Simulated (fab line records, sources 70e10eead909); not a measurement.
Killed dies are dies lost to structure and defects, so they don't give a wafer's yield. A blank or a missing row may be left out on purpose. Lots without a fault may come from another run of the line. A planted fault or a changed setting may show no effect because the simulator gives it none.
Chamber matching | flow nand_harc | NHARC_A_STAIRCASE_DESCUM_312 on rie_diel-01: 4 sister chambers
The step chemistry O2, time 3 s. 14 wafers are shown with their chamber, then 7 later ones without.

WAFERS WITH THEIR CHAMBER
wafer  | chamber | drypump_motor_current_A (A) | showerhead_plenum_p_Torr (Torr) | oes_product_au (a.u.)
L074.1 | 0       | 5.0                         | 1.89                            | 1.000
L074.4 | 2       | 5.7                         | 1.84                            | 1.006
L074.6 | 0       | 5.0                         | 1.89                            | 0.993
L076.1 | 2       | 5.7                         | 1.83                            | 1.019
L076.2 | 0       | 5.1                         | 1.89                            | 0.990
L076.3 | 3       | 5.2                         | 1.81                            | 1.005
L081.2 | 0       | 5.0                         | 1.89                            | 0.987
L081.3 | 1       | 6.4                         | 1.96                            | 0.976
L081.6 | 2       | 5.7                         | 1.83                            | 1.002
L086.3 | 3       | 5.2                         | 1.80                            | 1.012
L086.4 | 1       | 6.4                         | 1.96                            | 0.985
L086.6 | 2       | 5.7                         | 1.83                            | 0.997
L085.2 | 0       | 5.1                         | 1.88                            | 0.994
L085.4 | 3       | 5.2                         | 1.80                            | 1.005

SIGNATURES (means of the wafers above)
reading                  | chamber 0 | chamber 1 | chamber 2 | chamber 3 | scatter within a chamber
drypump_motor_current_A  | 5.040     | 6.400     | 5.700     | 5.200     | 0.0346
showerhead_plenum_p_Torr | 1.8880    | 1.9600    | 1.8325    | 1.8033    | 0.00471
oes_product_au           | 0.99280   | 0.98050   | 1.00600   | 1.00733   | 0.00659
Rule: a wafer's distance from a chamber is the root of the sum, over the readings, of the square of ((its reading less the chamber's mean) divided by the reading's scatter). The wafer belongs to the nearest chamber; if the next one is less than 2 further off, it can't be placed. The scatter: the root of (the sum of the squares of (reading less its chamber's mean) over the shown wafers, divided by (wafers less chambers)).

WAFERS WITHOUT THEIR CHAMBER
wafer  | drypump_motor_current_A (A) | showerhead_plenum_p_Torr (Torr) | oes_product_au (a.u.)
L085.6 | 6.4                         | 1.96                            | 0.970
L091.3 | 5.2                         | 1.80                            | 1.011
L091.5 | 6.4                         | 1.95                            | 0.975
L091.6 | 5.1                         | 1.88                            | 0.982
L093.1 | 5.0                         | 1.87                            | 1.005
L093.4 | 5.2                         | 1.79                            | 0.996
L093.6 | 5.0                         | 1.87                            | 1.013

WHICH CHAMBER EACH WENT THROUGH
wafer  | from the rows above | in truth
L085.6 | 1                   | 1
L091.3 | 3                   | 3
L091.5 | 1                   | 1
L091.6 | 0                   | 0
L093.1 | 0                   | 0
L093.4 | 3                   | 3
L093.6 | 0                   | 0
Placed correctly: 7 of 7. Can't be placed from these rows: 0. Placed wrongly: 0.
